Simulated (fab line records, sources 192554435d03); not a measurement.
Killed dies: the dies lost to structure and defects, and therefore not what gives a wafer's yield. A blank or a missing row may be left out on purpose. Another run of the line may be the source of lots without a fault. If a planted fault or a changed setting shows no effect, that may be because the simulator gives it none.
One fault seen from 3 desks -- flow n5-finfet -- each desk has only its own numbers; what lay behind them comes last

== THE DEFECT DESK ==
What the inspections along the route counted, lot by lot: means of the sampled wafers that have a number. Any lot whose mean is over 4 standard deviations away from the usual mean is out of limits and marked OUT; that distance is given in the brackets.
Columns: A = raw-defect-count at N5_MOL_CONTACT_COAG_INSPECT_57, usual 197
lot,first seen here,A
L181,day 5 22:31,124
L185,day 6 23:11,200
L188,day 7 21:20,161
L194,day 9 05:44,196
L198,day 10 09:35,227
Result from this desk: across the 5 lots, nothing is out of limits.

== AT THE TOOL OWNER'S DESK: rie-diel-01 ==
The tool's own readings at N5_MOL_CONTACT_COAG_VIA_ETCH_46 (etches SiO2 in C4F6/O2, target depth 46 nm, overetch 9.2 nm, time 40 s): means of the sampled wafers that have a number, for each lot that ran on this tool. Any lot whose mean is over 4 standard deviations away from the usual mean is out of limits and marked OUT; that distance is given in the brackets.
Columns: A = drypump-motor-current-A at N5_MOL_CONTACT_COAG_VIA_ETCH_46, usual 5.8 A; B = oes-product-au at N5_MOL_CONTACT_COAG_VIA_ETCH_46, usual 0.70 a.u.; C = rf-vpp-V at N5_MOL_CONTACT_COAG_VIA_ETCH_46, usual 1609 V; D = showerhead-plenum-p-Torr at N5_MOL_CONTACT_COAG_VIA_ETCH_46, usual 2.91 Torr; E = throttle-valve-pct at N5_MOL_CONTACT_COAG_VIA_ETCH_46, usual 40.8 %
lot,first seen here,A,B,C,D,E
L181,day 5 23:01,6.0,0.67,1645,2.94,40.5
L198,day 10 10:22,5.8,0.72,1626,2.91,40.6
Result from this desk: across the 2 lots, nothing is out of limits.

== THE METROLOGY DESK ==
Lot by lot, what the gauges showed, no matter which tool ran the lot: averages of those sampled wafers that carry a number. Any lot whose mean is over 4 standard deviations away from the usual mean is out of limits and marked OUT; that distance is given in the brackets. Shown here are 7 of its 11 readings, the ones lying furthest out on some lot.
Columns: A = DIBL_N at N5_BEOL_M4_RC_MEAS_101, usual 36.1 mV/V; B = DIBL_P at N5_BEOL_M4_RC_MEAS_101, usual 35.9 mV/V; C = IOFF_N at N5_BEOL_M4_RC_MEAS_101, usual 0.154 nA/um; D = ION_N at N5_BEOL_M4_RC_MEAS_101, usual 673 uA/um; E = SS_P at N5_BEOL_M4_RC_MEAS_101, usual 73.2 mV/dec; F = VT_N at N5_BEOL_M4_RC_MEAS_101, usual 250.5 mV; G = VT_P at N5_BEOL_M4_RC_MEAS_101, usual -250 mV
lot,first seen here,A,B,C,D,E,F,G
L181,day 5 22:28,37.5,38.5,0.187,691,74.0,246.4,-248
L185,day 6 23:07,37.6,37.4,0.160,670,73.8,249.7,-246
L188,day 7 21:17,31.6,31.2,0.104,659,72.1,255.3,-251
L194,day 9 05:41,35.9,36.3,0.143,666,73.0,251.7,-244
L198,day 10 09:32,33.7,33.3,0.131,668,72.4,251.5,-250
Result from this desk: across the 5 lots, nothing is out of limits.

== PUT TOGETHER ==
The defect desk saw nothing out of limits.
The desk of the tool owner found nothing out of limits.
Metrology desk: nothing out of limits seen.

== WHAT HAD BEEN PUT IN BY THE SIMULATOR ==
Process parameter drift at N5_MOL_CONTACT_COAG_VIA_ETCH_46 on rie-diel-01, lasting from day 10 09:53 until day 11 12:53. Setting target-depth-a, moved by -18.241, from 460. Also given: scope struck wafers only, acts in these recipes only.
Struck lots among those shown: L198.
